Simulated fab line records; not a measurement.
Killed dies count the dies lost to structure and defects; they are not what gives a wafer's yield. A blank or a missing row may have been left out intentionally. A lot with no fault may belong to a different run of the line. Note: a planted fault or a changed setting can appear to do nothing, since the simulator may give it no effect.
Which tool did it? -- flow nand harc -- Sampling: 14 lots, 39 wafers, 5 of 1159 route steps

## WHAT THE GAUGES SHOWED, per wafer
NHARC_END_SORT_01. Usual: killed at array 27, standard deviation 10; killed at other 0.6, standard deviation 0.96; killed at periphery 3.4, standard deviation 2.7; killed dies 31, standard deviation 10; killed open 2.9, standard deviation 1.8; killed short 1.8, standard deviation 1.4.
lot,measured,on,killed at array,killed at other,killed at periphery,killed dies,killed open,killed short,flag
L265,day 21 22:05,prober-02,676 673,0 1,1 3,677 677,6 2,1 1,OFF
L266,day 21 15:12,prober-02,675 13,0 0,2 1,677 14,1 2,2 3,OFF
L268,day 22 07:10,prober-01,12 672,1 2,2 3,15 677,3 3,1 4,OFF

## WHICH TOOL RAN EACH LOT (tool, then ch and the chambers of the sampled wafers, then the start)
lot,NHARC_A_SGD_CUT_CMP_21,NHARC_A_SLIT_DESCUM_14,NHARC_A_WL_FILL_ETCHBACK_04,NHARC_A_WL_FILL_STRIP_27
L256,"cmp-02 ch 1,2,3, day 14 04:43","rie diel-05 ch 0,2,3, day 14 09:41","rie metal-01 ch 0,1, day 15 06:56","plasma asher-01 ch 0,1, day 15 07:56"
L257,"cmp-03 ch 1,2, day 14 04:43","rie diel-07 ch 0,1,3, day 14 08:38","rie metal-02 ch 0,1, day 15 04:11","plasma asher-02 ch 0,1, day 15 04:31"
L259,"cmp-02 ch 1,2,3, day 14 09:40","rie diel-11 ch 0,1,3, day 14 13:32","rie metal-03 ch 0,1, day 15 05:24","plasma asher-02 ch 0,1, day 15 05:55"
L261,"cmp-01 ch 0,1,2, day 14 14:27","rie diel-05 ch 0,1, day 14 19:11","rie metal-03 ch 0,1, day 15 10:14","plasma asher-01 ch 0,1, day 15 10:49"
L265,"cmp-03 ch 0,3, day 16 08:03","rie diel-11 ch 1,2, day 16 17:54","rie metal-03 ch 0, day 17 12:23","plasma asher-02 ch 0,1, day 17 12:46"
L266,"cmp-01 ch 1,3, day 16 08:08","rie diel-07 ch 0,3, day 16 17:44","rie metal-03 ch 0,1, day 17 09:11","plasma asher-02 ch 1, day 17 09:32"
L267,"cmp-03 ch 0,2,3, day 17 07:22","rie diel-07 ch 0,1,3, day 17 13:58","rie metal-01 ch 0,1, day 18 11:52","plasma asher-01 ch 0,1, day 18 12:16"
L268,"cmp-01 ch 0,3, day 17 07:23","rie diel-11 ch 0,3, day 17 12:55","rie metal-03 ch 0,1, day 18 07:22","plasma asher-01 ch 0,1, day 18 07:43"
L271,"cmp-01 ch 0,1,2, day 17 07:31","rie diel-07 ch 1,2,3, day 17 14:49","rie metal-02 ch 0,1, day 18 09:05","plasma asher-02 ch 0,1, day 18 09:40"
L272,"cmp-03 ch 1,2,3, day 18 02:59","rie diel-11 ch 1,2, day 18 08:22","rie metal-02 ch 0,1, day 19 00:23","plasma asher-01 ch 0,1, day 19 00:46"
L276,"cmp-01 ch 0,1,2, day 19 10:20","rie diel-05 ch 1,2,3, day 19 14:26","rie metal-02 ch 0,1, day 20 06:57","plasma asher-02 ch 0,1, day 20 07:20"
L278,"cmp-02 ch 1,2,3, day 19 16:35","rie diel-11 ch 0,2,3, day 19 20:43","rie metal-02 ch 0,1, day 20 11:54","plasma asher-01 ch 0,1, day 20 12:16"
L277,"cmp-01 ch 1,3, day 19 16:35","rie diel-05 ch 0,2, day 19 20:33","rie metal-03 ch 0,1, day 20 11:56","plasma asher-02 ch 0,1, day 20 12:19"
L279,"cmp-01 ch 0,2,3, day 20 08:16","rie diel-11 ch 1,2,3, day 20 13:54","rie metal-01 ch 0,1, day 21 13:55","plasma asher-02 ch 0,1, day 21 14:18"
- NHARC_A_SGD_CUT_CMP_21: polishes, target thk 148.19 nm.
- NHARC_A_SLIT_DESCUM_14: chemistry O2, time 3 s.
- NHARC_A_WL_FILL_ETCHBACK_04: etches the open film in NF3, target depth 60 nm, time 120 s.
- NHARC_A_WL_FILL_STRIP_27: strips in N2/H2, time 20 s.

## AS READ BY THE TOOLS THEMSELVES (means over the sampled wafers that have a number; for cases with no such wafer, the mark the record gives instead)
NHARC_A_SGD_CUT_CMP_21. Usual: motor current A 12.1 A, standard deviation 1; time to endpoint s 51 s, standard deviation 3.7.
lot,tool,motor current A (A),time to endpoint s (s),flag
L256,cmp-02,12.2,50,
L257,cmp-03,12.3,51,
L259,cmp-02,12.0,48,
L261,cmp-01,11.6,55,
L265,cmp-03,13.6,50,
L266,cmp-01,12.3,50,
L267,cmp-03,13.3,48,
L268,cmp-01,13.1,44,
L271,cmp-01,11.6,53,
L272,cmp-03,12.0,51,
L276,cmp-01,11.8,53,
L278,cmp-02,11.8,50,
L277,cmp-01,12.1,52,
L279,cmp-01,12.3,48,

NHARC_A_SLIT_DESCUM_14. Usual: drypump motor current A 5.7 A, standard deviation 0.43; mfc ar sccm 0.007 sccm, standard deviation 0.0085; oes product au 0.999 a.u., standard deviation 0.015; rf vpp V 57.7 V, standard deviation 0.89; showerhead plenum p Torr 1.89 Torr, standard deviation 0.061; throttle valve pct 11.311 %, standard deviation 0.0089.
lot,tool,drypump motor current A (A),mfc ar sccm (sccm),oes product au (a.u.),rf vpp V (V),showerhead plenum p Torr (Torr),throttle valve pct (%),flag
L256,rie diel-05,5.6,0.014,0.996,58.1,1.93,11.309,
L257,rie diel-07,5.8,0.011,1.007,58.2,1.89,11.314,
L259,rie diel-11,6.0,0.004,1.008,57.6,1.88,11.312,
L261,rie diel-05,5.5,0.007,1.000,57.5,1.85,11.315,
L265,rie diel-11,5.4,0.005,0.998,57.2,1.88,11.311,
L266,rie diel-07,5.9,0.004,1.012,58.2,1.90,11.318,
L267,rie diel-07,5.8,0.011,1.007,57.8,1.89,11.308,
L268,rie diel-11,6.1,0.000,0.992,58.0,1.90,11.314,
L271,rie diel-07,5.9,0.011,1.003,57.7,1.90,11.306,
L272,rie diel-11,5.5,0.007,1.002,57.8,1.87,11.317,
L276,rie diel-05,5.7,0.007,0.994,57.4,1.87,11.317,
L278,rie diel-11,5.7,0.000,0.994,57.7,1.89,11.311,
L277,rie diel-05,5.3,0.014,0.998,57.9,1.98,11.308,
L279,rie diel-11,5.7,0.004,1.009,57.3,1.86,11.310,

NHARC_A_WL_FILL_ETCHBACK_04. Usual: drypump motor current A 6.0 A, standard deviation 0.6; oes product au 1.001 a.u., standard deviation 0.012.
lot,tool,drypump motor current A (A),oes product au (a.u.),flag
L256,rie metal-01,5.6,0.992,
L257,rie metal-02,6.2,1.009,
L259,rie metal-03,6.3,1.007,
L261,rie metal-03,5.9,1.005,
L265,rie metal-03,5.4,0.752,OFF
L266,rie metal-03,6.1,0.873,OFF
L267,rie metal-01,5.5,0.987,
L268,rie metal-03,6.2,0.871,OFF
L271,rie metal-02,6.4,0.998,
L272,rie metal-02,6.2,1.018,
L276,rie metal-02,6.4,0.996,
L278,rie metal-02,6.4,0.998,
L277,rie metal-03,5.9,1.000,
L279,rie metal-01,5.5,0.998,

NHARC_A_WL_FILL_STRIP_27. Usual: drypump motor current A 5.61 A, standard deviation 0.26; heater power w 349 W, standard deviation 49.
lot,tool,drypump motor current A (A),heater power w (W),flag
L256,plasma asher-01,5.60,345,
L257,plasma asher-02,5.55,360,
L259,plasma asher-02,5.56,367,
L261,plasma asher-01,5.62,351,
L265,plasma asher-02,5.67,364,
L266,plasma asher-02,6.00,328,
L267,plasma asher-01,5.62,357,
L268,plasma asher-01,5.54,338,
L271,plasma asher-02,5.79,358,
L272,plasma asher-01,5.49,320,
L276,plasma asher-02,5.56,386,
L278,plasma asher-01,5.63,352,
L277,plasma asher-02,5.80,357,
L279,plasma asher-02,5.58,386,

## THE ANSWER, worked out from the rows above alone
Rule: a lot is off if the mean of its wafers that have a number lies more than 3 standard deviations from the usual mean. Also off: a lot with no number at a reading for which 4 or more lots have one. All remaining lots with rows at the step are treated as sound. Order of review: gauges by route order, followed by the tools' own readings, for which a lot's mean as printed above is used. At the first step where some lot is off, the reading lying furthest off is the one used; lots without a number count as furthest.
Off, at NHARC_END_SORT_01 on killed at array: L265, L266, L268. Neither off nor sound, because the step has no rows for them: L256, L257, L259, L261, L267, L271, L272, L276, L278, L277, L279.
If a tool, at a process step before that reading, ran all the lots that are off and no sound lot after the first of them, it fits. The gauges at NHARC_END_SORT_01 aren't tried: what is off there is off at NHARC_A_WL_FILL_ETCHBACK_04 too, on other tools, and a gauge's error can't cause that. One fits: rie metal-03 at NHARC_A_WL_FILL_ETCHBACK_04. It ran no sound lot before its first lot that is off in this sample, so the start can't be narrowed down.

## WHAT HAD BEEN PUT IN BY THE SIMULATOR
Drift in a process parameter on rie metal-03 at NHARC_A_WL_FILL_ETCHBACK_04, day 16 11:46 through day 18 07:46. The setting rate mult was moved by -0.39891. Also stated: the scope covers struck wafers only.
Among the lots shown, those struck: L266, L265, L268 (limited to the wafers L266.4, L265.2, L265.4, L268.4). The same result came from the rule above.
